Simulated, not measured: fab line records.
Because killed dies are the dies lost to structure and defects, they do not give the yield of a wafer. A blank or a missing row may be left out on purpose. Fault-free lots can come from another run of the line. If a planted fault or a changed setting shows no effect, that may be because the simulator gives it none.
fab line records	flow nandHarc
[record] lots = 24	wafers = 72	lastDay = 33
route steps=1302 shown P_CONTACT@252 P_M1@305 P_M2@338 P_BONDPAD@351
lots with no fault: from the same line, run without faults
startH: start of the lot's first displayed wafer, in hours after the record's first day	waitH: how many hours have passed since the lot's step before this one	" identical to the entry in the row above	L1.1+2: a row that stands for several wafers	- no value, or no start was given	* or withheld: withheld	< > ~ a bound
route shown NAME@n: NAME is a module with steps in the file, n the number in the route of the first one	usual: mean/standard deviation of fault-free wafers	same: alike in all rows	chamber/n: place in a boat	sites: readings site by site	_std_site: standard deviation across them	_edge_site: inner sites' mean taken away from outer sites' mean	radiusMm: for every site, how far away it sits from the centre of the wafer	mask NAME#n: copy n	behind: the tool/chamber that last shaped the wafer	hold: why the lot was held/for how many hours/how that ended	device: which transistor (n, p or np) failed to switch	end of line: tests of these same wafers at the route's end	where a step has no rows: the recipe by itself	killed: dies lost to structure and defects at the first sort, not the wafer's yield	map: a wafer's dies, marking killed ones x, the rest . and places with no die _
set.NAME: setting as actually run; set.NAME@STEP: the setting as run at that earlier step	model.NAME: the simulator's own value behind a step, which no gauge read
a sample of lots followed through the steps of the route, with each step as a table and each wafer as a row
services: when a tool's chamber went out of use (startH, in hours from the record's first day, below 0 if earlier), for how many hours, and the reason
[[steps]]
[step NHARC_P_CONTACT_INSPECT_27]
[usual] rawDefectCount = 302/120
lot.wafer	tool	chamber	startH	waitH	rawDefectCount
L074.1	defectInspect-02	-	124.60	0.1	297
L074.3	"	-	"	"	151
L074.4	"	-	"	"	201
L075.2	defectInspect-02	-	134.26	0.1	275
L075.3	"	-	"	"	322
L075.6	"	-	"	"	244
L076.2	defectInspect-01	-	148.21	0.1	468
L076.3	"	-	"	"	309
L076.5	"	-	"	"	440
L077.2	defectInspect-02	-	153.02	0.1	352
L077.5	"	-	"	"	382
L077.6	"	-	"	"	330
L079.1	defectInspect-01	-	172.31	0.1	381
L079.5	"	-	"	"	165
L079.6	"	-	"	"	220
L078.2	defectInspect-01	-	181.73	0.1	298
L078.3	"	-	"	"	338
L078.6	"	-	"	"	347
L080.1	defectInspect-02	-	190.00	0.1	246
L080.2	"	-	"	"	207
L080.6	"	-	"	"	228
L081.1	defectInspect-01	-	204.12	0.1	498
L081.3	"	-	"	"	312
L081.6	"	-	"	"	309
L082.1	defectInspect-02	-	206.73	0.1	209
L082.3	"	-	"	"	222
L082.6	"	-	"	"	309
L083.1	defectInspect-02	-	218.67	0.1	298
L083.5	"	-	"	"	231
L083.6	"	-	"	"	267
L084.1	defectInspect-02	-	227.13	0.1	206
L084.2	"	-	"	"	429
L084.3	"	-	"	"	255
L085.1	defectInspect-01	-	234.29	0.1	278
L085.4	"	-	"	"	255
L085.6	"	-	"	"	380
L086.2	defectInspect-02	-	245.40	0.1	173
L086.4	"	-	"	"	242
L086.5	"	-	"	"	176
L087.1	defectInspect-01	-	247.72	0.1	232
L087.2	"	-	"	"	315
L087.4	"	-	"	"	221
L088.3	defectInspect-01	-	262.81	0.1	236
L088.4	"	-	"	"	230
L088.6	"	-	"	"	446
L089.1	defectInspect-02	-	268.91	0.1	246
L089.2	"	-	"	"	106
L089.3	"	-	"	"	233
L090.1	defectInspect-02	-	274.78	0.1	157
L090.5	"	-	"	"	178
L090.6	"	-	"	"	205
L091.2	defectInspect-01	-	286.82	0.1	367
L091.5	"	-	"	"	267
L091.6	"	-	"	"	285
L092.2	defectInspect-02	-	303.60	0.1	254
L092.3	"	-	"	"	229
L092.4	"	-	"	"	251
L093.1	defectInspect-02	-	307.43	0.1	355
L093.2	"	-	"	"	263
L093.5	"	-	"	"	441
L094.2	defectInspect-01	-	317.13	0.1	389
L094.3	"	-	"	"	326
L094.5	"	-	"	"	326
L095.1	defectInspect-01	-	341.07	0.1	397
L095.2	"	-	"	"	404
L095.3	"	-	"	"	433
L096.1	defectInspect-01	-	346.23	0.1	393
L096.2	"	-	"	"	336
L096.4	"	-	"	"	261
L097.2	defectInspect-01	-	352.64	0.1	287
L097.4	"	-	"	"	247
L097.6	"	-	"	"	329
[step NHARC_P_M1_DEGAS_29]
[recipe] tempC = 250	timeS = 60
[usual] heaterPowerW = 320/31
lot.wafer	tool	chamber	startH	waitH	heaterPowerW
L074.1	pvdSputter-01	-	131.07	-	331
L074.4	"	-	"	"	310
L074.3	"	-	"	"	347
L075.3	pvdSputter-03	-	140.37	-	372
L075.2	"	-	"	"	409
L075.6	"	-	"	"	273
L076.3	pvdSputter-01	-	154.62	-	339
L076.2	"	-	"	"	315
L076.5	"	-	"	"	326
L077.2	pvdSputter-03	-	158.94	-	408
L077.6	"	-	"	"	419
L077.5	"	-	"	"	298
L079.1	pvdSputter-01	-	178.58	-	342
L079.5	"	-	"	"	315
L079.6	"	-	"	"	348
L078.2	pvdSputter-03	-	187.67	-	281
L078.3	"	-	"	"	376
L078.6	"	-	"	"	280
L080.2	pvdSputter-02	-	196.54	-	301
L080.1	"	-	"	"	305
L080.6	"	-	"	"	296
L081.1	pvdSputter-03	-	210.16	-	291
L081.3	"	-	"	"	381
L081.6	"	-	"	"	355
L082.3	pvdSputter-02	-	212.91	-	287
L082.1	"	-	"	"	306
L082.6	"	-	"	"	286
L083.1	pvdSputter-02	-	225.25	-	295
L083.5	"	-	"	"	286
L083.6	"	-	"	"	300
L084.3	pvdSputter-03	-	233.27	-	382
L084.2	"	-	"	"	312
L084.1	"	-	"	"	281
L085.1	pvdSputter-03	-	240.45	-	379
L085.4	"	-	"	"	307
L085.6	"	-	"	"	305
L086.4	pvdSputter-02	-	251.64	-	291
L086.2	"	-	"	"	293
L086.5	"	-	"	"	291
L087.2	pvdSputter-02	-	254.18	-	296
L087.4	"	-	"	"	286
L087.1	"	-	"	"	297
L088.4	pvdSputter-03	-	269.13	-	340
L088.3	"	-	"	"	290
L088.6	"	-	"	"	285
L089.2	pvdSputter-01	-	274.99	-	322
L089.3	"	-	"	"	321
L089.1	"	-	"	"	325
L090.1	pvdSputter-01	-	280.72	-	345
L090.5	"	-	"	"	320
L090.6	"	-	"	"	333
L091.2	pvdSputter-02	-	293.24	-	295
L091.6	"	-	"	"	307
L091.5	"	-	"	"	305
L092.2	pvdSputter-02	-	309.53	-	312
L092.4	"	-	"	"	301
L092.3	"	-	"	"	277
L093.2	pvdSputter-03	-	313.46	-	345
L093.1	"	-	"	"	384
L093.5	"	-	"	"	302
L094.2	pvdSputter-03	-	323.19	-	377
L094.3	"	-	"	"	283
L094.5	"	-	"	"	384
L095.1	pvdSputter-01	-	347.75	-	355
L095.3	"	-	"	"	307
L095.2	"	-	"	"	311
L096.1	pvdSputter-01	-	352.18	-	332
L096.4	"	-	"	"	351
L096.2	"	-	"	"	318
L097.4	pvdSputter-01	-	358.86	-	317
L097.2	"	-	"	"	358
L097.6	"	-	"	"	315
[step NHARC_P_M2_DEGAS_29]
[recipe] tempC = 250	timeS = 60
[usual] heaterPowerW = 319/33
lot.wafer	tool	chamber	startH	waitH	heaterPowerW
L074.1	pvdSputter-01	-	135.27	-	350
L074.3	"	-	"	"	335
L074.4	"	-	"	"	325
L075.3	pvdSputter-03	-	144.58	-	407
L075.2	"	-	"	"	373
L075.6	"	-	"	"	418
L076.2	pvdSputter-02	-	158.82	-	297
L076.3	"	-	"	"	294
L076.5	"	-	"	"	297
L077.2	pvdSputter-01	-	163.13	-	308
L077.6	"	-	"	"	328
L077.5	"	-	"	"	314
L079.1	pvdSputter-02	-	182.63	-	280
L079.5	"	-	"	"	298
L079.6	"	-	"	"	310
L078.2	pvdSputter-02	-	191.84	-	298
L078.3	"	-	"	"	290
L078.6	"	-	"	"	289
L080.2	pvdSputter-02	-	200.54	-	299
L080.1	"	-	"	"	289
L080.6	"	-	"	"	294
L081.1	pvdSputter-03	-	214.19	-	303
L081.3	"	-	"	"	339
L081.6	"	-	"	"	386
L082.1	pvdSputter-03	-	217.07	-	352
L082.3	"	-	"	"	392
L082.6	"	-	"	"	306
L083.1	pvdSputter-02	-	229.36	-	294
L083.6	"	-	"	"	301
L083.5	"	-	"	"	298
L084.2	pvdSputter-02	-	237.29	-	299
L084.1	"	-	"	"	302
L084.3	"	-	"	"	292
L085.1	pvdSputter-03	-	244.45	-	351
L085.4	"	-	"	"	291
L085.6	"	-	"	"	311
L086.2	pvdSputter-01	-	255.67	-	362
L086.4	"	-	"	"	326
L086.5	"	-	"	"	306
L087.2	pvdSputter-01	-	258.36	-	314
L087.4	"	-	"	"	323
L087.1	"	-	"	"	354
L088.3	pvdSputter-03	-	273.33	-	302
L088.4	"	-	"	"	339
L088.6	"	-	"	"	306
L089.1	pvdSputter-03	-	279.15	-	292
L089.3	"	-	"	"	380
L089.2	"	-	"	"	348
L090.1	pvdSputter-01	-	284.88	-	321
L090.5	"	-	"	"	327
L090.6	"	-	"	"	359
L091.2	pvdSputter-03	-	297.27	-	347
L091.6	"	-	"	"	303
L091.5	"	-	"	"	348
L092.4	pvdSputter-02	-	313.68	-	283
L092.3	"	-	"	"	317
L092.2	"	-	"	"	291
L093.1	pvdSputter-03	-	317.63	-	307
L093.2	"	-	"	"	284
L093.5	"	-	"	"	386
L094.3	pvdSputter-02	-	327.34	-	324
L094.2	"	-	"	"	285
L094.5	"	-	"	"	319
L095.3	pvdSputter-03	-	351.93	-	348
L095.1	"	-	"	"	283
L095.2	"	-	"	"	372
L096.4	pvdSputter-02	-	356.36	-	296
L096.1	"	-	"	"	278
L096.2	"	-	"	"	319
L097.2	pvdSputter-03	-	363.03	-	289
L097.4	"	-	"	"	307
L097.6	"	-	"	"	292
[step NHARC_P_M2_INSPECT_27]
[usual] rawDefectCount = 336/160
lot.wafer	tool	chamber	startH	waitH	rawDefectCount
L074.1	defectInspect-01	-	136.82	0.0	319
L074.3	"	-	"	"	323
L074.4	"	-	"	"	290
L075.2	defectInspect-02	-	146.24	0.0	233
L075.3	"	-	"	"	285
L075.6	"	-	"	"	274
L076.2	defectInspect-01	-	160.36	0.0	391
L076.3	"	-	"	"	282
L076.5	"	-	"	"	389
L077.2	defectInspect-01	-	164.68	0.0	236
L077.5	"	-	"	"	265
L077.6	"	-	"	"	246
L079.1	defectInspect-02	-	184.20	0.0	439
L079.5	"	-	"	"	596
L079.6	"	-	"	"	445
L078.2	defectInspect-01	-	193.77	0.0	319
L078.3	"	-	"	"	291
L078.6	"	-	"	"	333
L080.1	defectInspect-01	-	202.10	0.0	433
L080.2	"	-	"	"	234
L080.6	"	-	"	"	234
L081.1	defectInspect-02	-	215.73	0.0	198
L081.3	"	-	"	"	180
L081.6	"	-	"	"	193
L082.1	defectInspect-01	-	218.63	0.0	275
L082.3	"	-	"	"	286
L082.6	"	-	"	"	344
L083.1	defectInspect-02	-	230.93	0.0	343
L083.5	"	-	"	"	302
L083.6	"	-	"	"	404
L084.1	defectInspect-01	-	238.86	0.0	400
L084.2	"	-	"	"	690
L084.3	"	-	"	"	816
L085.1	defectInspect-02	-	246.29	0.0	217
L085.4	"	-	"	"	212
L085.6	"	-	"	"	221
L086.2	defectInspect-02	-	257.24	0.0	269
L086.4	"	-	"	"	328
L086.5	"	-	"	"	323
L087.1	defectInspect-02	-	259.94	0.0	268
L087.2	"	-	"	"	170
L087.4	"	-	"	"	392
L088.3	defectInspect-01	-	274.88	0.0	425
L088.4	"	-	"	"	310
L088.6	"	-	"	"	256
L089.1	defectInspect-01	-	280.72	0.0	447
L089.2	"	-	"	"	205
L089.3	"	-	"	"	269
L090.1	defectInspect-02	-	286.46	0.0	375
L090.5	"	-	"	"	296
L090.6	"	-	"	"	183
L091.2	defectInspect-02	-	298.82	0.0	357
L091.5	"	-	"	"	193
L091.6	"	-	"	"	178
L092.2	defectInspect-01	-	315.23	0.0	615
L092.3	"	-	"	"	609
L092.4	"	-	"	"	483
L093.1	defectInspect-01	-	319.25	0.0	202
L093.2	"	-	"	"	195
L093.5	"	-	"	"	387
L094.2	defectInspect-02	-	328.89	0.0	227
L094.3	"	-	"	"	250
L094.5	"	-	"	"	264
L095.1	defectInspect-02	-	353.50	0.0	374
L095.2	"	-	"	"	230
L095.3	"	-	"	"	503
L096.1	defectInspect-01	-	357.90	0.0	217
L096.2	"	-	"	"	294
L096.4	"	-	"	"	265
L097.2	defectInspect-02	-	364.59	0.0	330
L097.4	"	-	"	"	233
L097.6	"	-	"	"	258
[step NHARC_P_BONDPAD_DEP_00]
[recipe] targetThkA = 2500	tempC = 370	targetThkNm = 250	pressureTorr = 3	flowSccm = 200	rfW = 450	material = SiCN
[usual] heaterPowerW = 593/71
lot.wafer	tool	chamber	startH	waitH	heaterPowerW
L074.1	pecvd-04	2	137.63	-	570
L074.3	"	1	"	"	557
L074.4	"	0	"	"	556
L075.2	pecvd-04	2	-	-	670
L075.3	"	0	"	"	550
L075.6	"	0	"	"	540
L076.2	pecvd-01	2	-	-	582
L076.3	"	0	"	"	585
L076.5	"	0	"	"	624
L077.2	pecvd-01	2	165.24	-	542
L077.5	"	2	"	"	555
L077.6	"	1	"	"	681
L079.1	pecvd-04	2	184.81	-	584
L079.5	"	1	"	"	571
L079.6	"	0	"	"	511
L078.2	pecvd-01	0	194.42	-	635
L078.3	"	1	"	"	704
L078.6	"	2	"	"	568
L080.1	pecvd-04	2	202.66	-	670
L080.2	"	0	"	"	505
L080.6	"	1	"	"	564
L081.3	pecvd-01	0	216.34	-	684
L081.1	"	1	"	"	665
L081.6	"	0	"	"	546
L082.3	pecvd-04	2	-	-	576
L082.1	"	1	"	"	527
L082.6	"	1	"	"	541
L083.1	pecvd-01	1	-	-	691
L083.5	"	1	"	"	696
L083.6	"	0	"	"	656
L084.3	pecvd-01	1	239.42	-	738
L084.1	"	2	"	"	546
L084.2	"	0	"	"	601
L085.1	pecvd-04	2	246.94	-	685
L085.4	"	0	"	"	539
L085.6	"	1	"	"	560
L086.2	pecvd-04	2	257.89	-	675
L086.5	"	1	"	"	497
L086.4	"	2	"	"	683
L087.2	pecvd-01	2	-	-	556
L087.1	"	1	"	"	661
L087.4	"	2	"	"	563
L088.3	pecvd-04	0	275.48	-	521
L088.6	"	0	"	"	531
L088.4	"	1	"	"	461
L089.2	pecvd-04	2	281.31	-	631
L089.3	"	0	"	"	534
L089.1	"	1	"	"	497
L090.1	pecvd-01	0	-	-	616
L090.5	"	1	"	"	691
L090.6	"	0	"	"	627
L091.2	pecvd-01	2	299.47	-	591
L091.6	"	1	"	"	721
L091.5	"	2	"	"	603
L092.3	pecvd-01	0	315.85	-	651
L092.2	"	1	"	"	732
L092.4	"	0	"	"	648
L093.2	pecvd-01	2	319.81	-	568
L093.1	"	1	"	"	727
L093.5	"	1	"	"	728
L094.2	pecvd-04	1	329.64	-	519
L094.3	"	0	"	"	534
L094.5	"	2	"	"	588
L095.1	pecvd-02	2	354.06	-	586
L095.3	"	0	"	"	498
L095.2	"	1	"	"	443
L096.2	pecvd-01	2	358.59	0.4	459
L096.1	"	1	"	"	626
L096.4	"	0	"	"	665
L097.2	pecvd-02	2	365.15	-	567
L097.6	"	0	"	"	521
L097.4	"	1	"	"	521
[step NHARC_P_BONDPAD_CD_MEAS_09]
[recipe] targetCdNm = 500	landingEnergyEv = 500
[usual] cdNm = 499.5/1.8
lot.wafer	tool	chamber	startH	waitH	cdNm
L074.1	cdSem-03	0	138.72	-	496.7
L074.3	"	0	"	"	499.4
L074.4	"	0	"	"	496.4
L075.2	cdSem-01	0	148.00	-	502.6
L075.3	"	0	"	"	497.6
L075.6	"	0	"	"	501.1
L076.2	cdSem-01	0	162.12	-	498.6
L076.3	"	0	"	"	498.8
L076.5	"	0	"	"	497.7
L077.2	cdSem-02	0	166.34	-	498.8
L077.5	"	0	"	"	497.2
L077.6	"	0	"	"	501.3
L079.1	cdSem-02	0	185.87	-	499.8
L079.5	"	0	"	"	502.8
L079.6	"	0	"	"	498.6
L078.2	cdSem-02	0	195.48	-	499.7
L078.3	"	0	"	"	499.0
L078.6	"	0	"	"	501.4
L080.1	cdSem-01	0	203.75	-	499.4
L080.2	"	0	"	"	499.6
L080.6	"	0	"	"	498.7
L081.1	cdSem-01	0	217.52	-	496.5
L081.3	"	0	"	"	500.3
L081.6	"	0	"	"	498.5
L082.1	cdSem-01	0	220.39	-	498.9
L082.3	"	0	"	"	499.7
L082.6	"	0	"	"	500.3
L083.1	cdSem-03	0	232.66	-	499.5
L083.5	"	0	"	"	498.8
L083.6	"	0	"	"	498.9
L084.1	cdSem-01	0	240.65	-	500.5
L084.2	"	0	"	"	496.8
L084.3	"	0	"	"	499.0
L085.1	cdSem-02	0	248.10	-	502.4
L085.4	"	0	"	"	504.2
L085.6	"	0	"	"	500.8
L086.2	cdSem-03	0	258.90	-	501.7
L086.4	"	0	"	"	496.7
L086.5	"	0	"	"	498.4
L087.1	cdSem-03	0	261.80	-	498.8
L087.2	"	0	"	"	501.6
L087.4	"	0	"	"	501.1
L088.3	cdSem-03	0	276.54	-	502.7
L088.4	"	0	"	"	501.6
L088.6	"	0	"	"	499.5
L089.1	cdSem-03	0	282.53	-	500.9
L089.2	"	0	"	"	496.4
L089.3	"	0	"	"	500.0
L090.1	cdSem-02	0	288.10	-	498.6
L090.5	"	0	"	"	501.1
L090.6	"	0	"	"	500.4
L091.2	cdSem-03	0	300.61	-	500.9
L091.5	"	0	"	"	499.7
L091.6	"	0	"	"	501.4
L092.2	cdSem-01	0	316.94	-	496.9
L092.3	"	0	"	"	497.6
L092.4	"	0	"	"	500.3
L093.1	cdSem-01	0	321.04	-	496.1
L093.2	"	0	"	"	499.1
L093.5	"	0	"	"	500.8
L094.2	cdSem-02	0	330.87	-	498.6
L094.3	"	0	"	"	499.2
L094.5	"	0	"	"	497.8
L095.1	cdSem-01	0	355.28	-	499.7
L095.2	"	0	"	"	494.8
L095.3	"	0	"	"	496.9
L096.1	cdSem-01	0	359.82	-	499.1
L096.2	"	0	"	"	504.0
L096.4	"	0	"	"	500.9
L097.2	cdSem-01	0	366.38	-	497.3
L097.4	"	0	"	"	500.2
L097.6	"	0	"	"	499.1
[[services]]
tool	chamber	startH	hours	kind
pecvd-01	-	120.76	21.3	repair
pecvd-01	-	142.07	13.0	pm
pecvd-01	0	142.07	13.0	ventCycle
pecvd-01	1	142.07	13.0	ventCycle
pecvd-01	2	142.07	13.0	ventCycle
pecvd-01	0	155.07	-	clean
pecvd-01	1	155.07	-	clean
pecvd-01	2	155.07	-	clean
pvdSputter-01	-	157.41	1.7	repair
pvdSputter-03	-	173.99	10.0	pm
pvdSputter-02	-	175.04	1.8	repair
pecvd-01	-	206.39	1.0	repair
pecvd-02	-	227.18	13.0	pm
pvdSputter-01	-	229.43	10.0	pm
pecvd-02	2	258.34	4.6	repair
pecvd-02	-	264.57	0.8	repair
pecvd-01	-	264.74	2.4	repair
pvdSputter-02	-	282.05	10.0	pm
pecvd-04	-	284.95	13.0	pm
pecvd-01	-	323.07	13.0	pm
pecvd-01	0	323.07	13.0	ventCycle
pvdSputter-02	-	333.77	1.0	repair
pvdSputter-03	-	352.02	10.0	pm
pvdSputter-02	-	356.87	59.6	repair
[[key]]
fault none
